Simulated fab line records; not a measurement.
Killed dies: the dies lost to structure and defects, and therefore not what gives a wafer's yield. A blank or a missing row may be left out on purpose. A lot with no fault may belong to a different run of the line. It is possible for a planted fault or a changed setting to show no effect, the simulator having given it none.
2 desks, one fault :: flow n5_finfet :: only its own numbers are on each desk; what lay behind them is given at the end

== METROLOGY DESK ==
What the gauges read, lot by lot, whatever tool the lot ran on: means of the sampled wafers that have a number. Marked OUT: a lot whose mean sits more than 4 standard deviations from the usual mean, which makes it out of limits; the brackets give that distance. Shown are 7 of the 13 readings it has, namely the first that went out of limits plus those furthest out on some lot.
Columns: A = cd_nm at N5_ZERO_LAYER_CD_MEAS_11, usual 1999.1 nm; B = DIBL_N at N5_BEOL_M4_RC_MEAS_101, usual 36.4 mV/V; C = IOFF_P at N5_BEOL_M4_RC_MEAS_101, usual 0.21 nA/um; D = ION_N at N5_BEOL_M4_RC_MEAS_101, usual 676 uA/um; E = ION_P at N5_BEOL_M4_RC_MEAS_101, usual 465 uA/um; F = RS_NWELL at N5_BEOL_M4_RC_MEAS_101, usual 1038 ohm/sq; G = VT_N at N5_BEOL_M4_RC_MEAS_101, usual 249.8 mV
lot: L305
first seen here: day 1 12:40
A: 1999.8
B: 38.1
C: 0.23
D: 673
E: 457
F: 1037
G: 247.5

lot: L307
first seen here: day 2 00:38
A: 2001.6
B: 37.0
C: 0.24
D: 697
E: 483
F: 1039
G: 246.5

lot: L308
first seen here: day 2 06:40
A: 1998.8
B: 36.8
C: 0.18
D: 657
E: 445
F: 1034
G: 251.6

lot: L309
first seen here: day 2 12:46
A: 1998.5
B: 37.9
C: 0.22
D: 694
E: 469
F: 1044
G: 247.2

lot: L311
first seen here: day 3 00:40
A: 2000.0
B: 38.0
C: 0.22
D: 689
E: 472
F: 1045
G: 249.8

lot: L312
first seen here: day 3 06:40
A: 2000.3
B: 36.9
C: 0.24
D: 673
E: 470
F: 1043
G: 249.7

lot: L316
first seen here: day 4 06:46
A: 1997.1
B: 39.5
C: 0.27
D: 701
E: 479
F: 1036
G: 244.9

lot: L318
first seen here: day 4 18:46
A: 2001.9
B: 36.2
C: 0.20
D: 673
E: 456
F: 996 (-6.5) OUT
G: 250.9

lot: L323
first seen here: day 6 01:07
A: 1994.6
B: 35.0
C: 0.19
D: 664
E: 459
F: 1038
G: 250.5

lot: L324
first seen here: day 6 06:57
A: 2000.0
B: 36.7
C: 0.19
D: 679
E: 461
F: 997 (-6.3) OUT
G: 250.5

lot: L326
first seen here: day 6 18:46
A: 1998.7
B: 36.5
C: 0.22
D: 682
E: 470
F: 1035
G: 250.5
Finding of this desk: L318, L324 out of limits, first seen on L318 at day 12 22:19 (RS_NWELL at N5_BEOL_M4_RC_MEAS_101). Within limits: L305, L307, L308, L309, L311, L312, L316, L323, L326.

== DESK OF THE TOOL OWNER: implanter-02 ==
The tool's own readings at N5_WELL_APT_IMPLANT_14, given as means over the sampled wafers that have a number, one for each lot that went through this tool. Marked OUT: a lot whose mean sits more than 4 standard deviations from the usual mean, which makes it out of limits; the brackets give that distance.
Columns: A = beam_on_s at N5_WELL_APT_IMPLANT_14, usual 10.00 s; B = dose_ions_cm2 at N5_WELL_APT_IMPLANT_14, usual 1.4999e+13; C = faraday_current_uA at N5_WELL_APT_IMPLANT_14, usual 190; D = tilt_deg at N5_WELL_APT_IMPLANT_14, usual 0.001 degrees
lot: L308
first seen here: day 2 08:45
A: 10.00
B: 1.5021e+13
C: 191
D: -0.004

lot: L311
first seen here: day 3 02:02
A: 10.09
B: 1.5010e+13
C: 188
D: 0.013

lot: L312
first seen here: day 3 08:04
A: 9.78
B: 1.5000e+13
C: 195
D: 0.018

lot: L316
first seen here: day 4 08:04
A: 9.88
B: 1.4992e+13
C: 193
D: 0.040

lot: L318
first seen here: day 4 19:54
A: 9.76
B: 1.6219e+13 (+72) OUT
C: 211 (+5.4) OUT
D: -0.013

lot: L324
first seen here: day 6 08:22
A: 10.04
B: 1.6201e+13 (+71) OUT
C: 205
D: -0.017
This desk's finding: out of limits on L318, L324; first on L318, day 4 19:54 (dose_ions_cm2 at N5_WELL_APT_IMPLANT_14). Within limits: L308, L311, L312, L316.

== ALL TOGETHER ==
The tool owner's desk could have raised an alarm at day 4 19:54, on L318, L324.
On L318, L324, the metrology desk was in a position to raise an alarm at day 12 22:19.
Of the lots named, all ran N5_WELL_APT_IMPLANT_14 on implanter-02.

== WHAT HAD BEEN PUT IN BY THE SIMULATOR ==
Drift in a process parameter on implanter-02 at N5_WELL_APT_IMPLANT_14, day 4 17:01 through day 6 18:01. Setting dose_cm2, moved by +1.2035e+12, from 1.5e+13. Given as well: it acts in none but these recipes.
Shown lots that were struck: L318, L324.
Delay (hours) between the fault's onset and each desk's first out-of-limits reading: 3 at the tool owner's desk, 197 at the metrology desk.
